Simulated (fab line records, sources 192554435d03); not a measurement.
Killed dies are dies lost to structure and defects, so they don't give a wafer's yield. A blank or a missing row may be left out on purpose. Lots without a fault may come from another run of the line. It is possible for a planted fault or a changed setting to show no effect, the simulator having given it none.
Struck lot and sound lot, side by side || flow n5-finfet || 18 steps out of a route of 1938
Sound: wafers L442.1, L442.3, L442.4. The struck wafers were L450.3, L450.4, L450.5. The cause is given at the end.
Per side, at each step with rows, come the tool, then ch with its chambers, and then its first start. Under that, the readings that differ: sound wafers || struck wafers || difference of the means || sigmas: that difference in standard deviations of wafers without a fault.
alike: readings with means less than 2 such deviations apart, plus words and numbers identical on both sides. not compared: withheld readings, readings lacking a value on some wafer, bounds such as >300 that could conceal the same value, and numbers that have no deviation in the record and whose values overlap.
The two part at a step that has a row with sigmas, a row that says differs or no value, or rows on one side only. Non-overlapping numbers with no deviation appear without sigmas and do not part them. A reading that every wafer of one side lacks parts them only if that side has two wafers or more.

N5_FIN_SAQP_HM_DEP_03: deposits SiNx from SiH4/NH3/N2, target thk 38 nm, time 33.6 s.
  sound on pecvd-01 ch 0,1, day 2 14:58; struck on pecvd-02 ch 0,2, day 4 14:45
  alike: heater-power-w, showerhead-plenum-p-Torr, throttle-valve-pct
N5_FIN_SAQP_THK_MEAS_05:
  sound: film-metro-02 at day 2 15:04; struck: film-metro-01 at day 4 14:50
  alike: thk-nm
N5_FIN_SAQP_PECVD_47: deposits a-Si from SiH4/He, target thk 45 nm, time 36.3 s.
  sound on pecvd-03 ch 0,1,2, day 2 15:07; struck on pecvd-01 ch 1,2, day 4 14:53
  alike: heater-power-w, showerhead-plenum-p-Torr, throttle-valve-pct
N5_FIN_SAQP_PECVD_48: deposits SiNx from SiH4/NH3/N2, target thk 25 nm, time 22.1 s.
  sound on pecvd-03 ch 0,1,2, day 2 15:09; struck on pecvd-01 ch 1,2, day 4 14:58
  alike: heater-power-w, showerhead-plenum-p-Torr, throttle-valve-pct
N5_FIN_SAQP_PECVD_06: deposits a-Si from SiH4/He, target thk 60 nm, time 48.1 s.
  sound on pecvd-03 ch 0,1,2, day 2 15:11; struck on pecvd-01 ch 1,2, day 4 15:01
  alike: heater-power-w, showerhead-plenum-p-Torr, throttle-valve-pct
N5_FIN_SAQP_THK_MEAS_07:
  sound: film-metro-02 at day 2 15:17; struck: film-metro-01 at day 4 15:07
  alike: thk-nm
N5_FIN_SAQP_HM_DEP_72: deposits SiO2 from SiH4/N2O, target thk 12 nm, time 7.2 s.
  sound on pecvd-02 ch 0,1,2, day 2 15:19; struck on pecvd-03 ch 1,2, day 4 15:09
  alike: heater-power-w, showerhead-plenum-p-Torr
then, 5 steps without rows for these wafers: N5_FIN_SAQP_COAT_49 (time 60 s, resist thk 100 nm); N5_FIN_SAQP_COAT_50 (time 60 s, resist thk 35 nm); N5_FIN_SAQP_COAT_10 (resist thk 90 nm); N5_FIN_SAQP_EBR_12; N5_FIN_SAQP_SOFTBAKE_11 (time 60 s).
N5_FIN_SAQP_EXPOSE_13: exposes mask FIN CORE, target cd 35.6 nm.
  sound on arfi-scanner-02 ch 0, day 2 15:31; struck on arfi-scanner-03 ch 0, day 4 15:29
{"reading": "exposure-dose-mJ-cm2", "sound": "63.27 63.26 63.16", "struck": "56.60 56.58 56.64", "difference": -6.62, "sigmas": "-99 or more"}
  alike: mask
then, 2 steps without rows for these wafers: N5_FIN_SAQP_PEB_14 (peb time 60 s); N5_FIN_SAQP_DEVELOP_15 (develop time 30 s).
N5_FIN_SAQP_CD_MEAS_16 targets a cd of 35.6 nm.
  sound on cd-sem-03 ch 0, day 2 15:38; struck on cd-sem-03 ch 0, day 4 15:37
{"reading": "cd-nm (nm)", "sound": "35.4 35.2 35.5", "struck": "38.0 38.3 39.1", "difference": "+3.1", "sigmas": "+8"}
N5_FIN_SAQP_OVL_MEAS_17:
  sound on overlay-01 ch 0, day 2 15:41; struck on overlay-01 ch 0, day 4 15:39
  alike: FIN_CORE_OVL
-- the record jumps here: 12 days lie between the struck wafers' starts before and after (it left off in module FIN_SAQP and takes up again in module PASSIVATION, whose first step shown is number 1936 of the route) --
N5_PASSIVATION_PROBE_49:
  only the struck wafers here have rows in the record (prober-02, day 16 06:09); the sound ones have none

== WHERE THEY PART ==
First at N5_FIN_SAQP_EXPOSE_13; last, within this record, at N5_PASSIVATION_PROBE_49.

WHY: what had been put in by the simulator
Process parameters drifting: arfi-scanner-03 at N5_FIN_SAQP_EXPOSE_13, beginning at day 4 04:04. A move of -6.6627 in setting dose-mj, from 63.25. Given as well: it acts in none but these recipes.
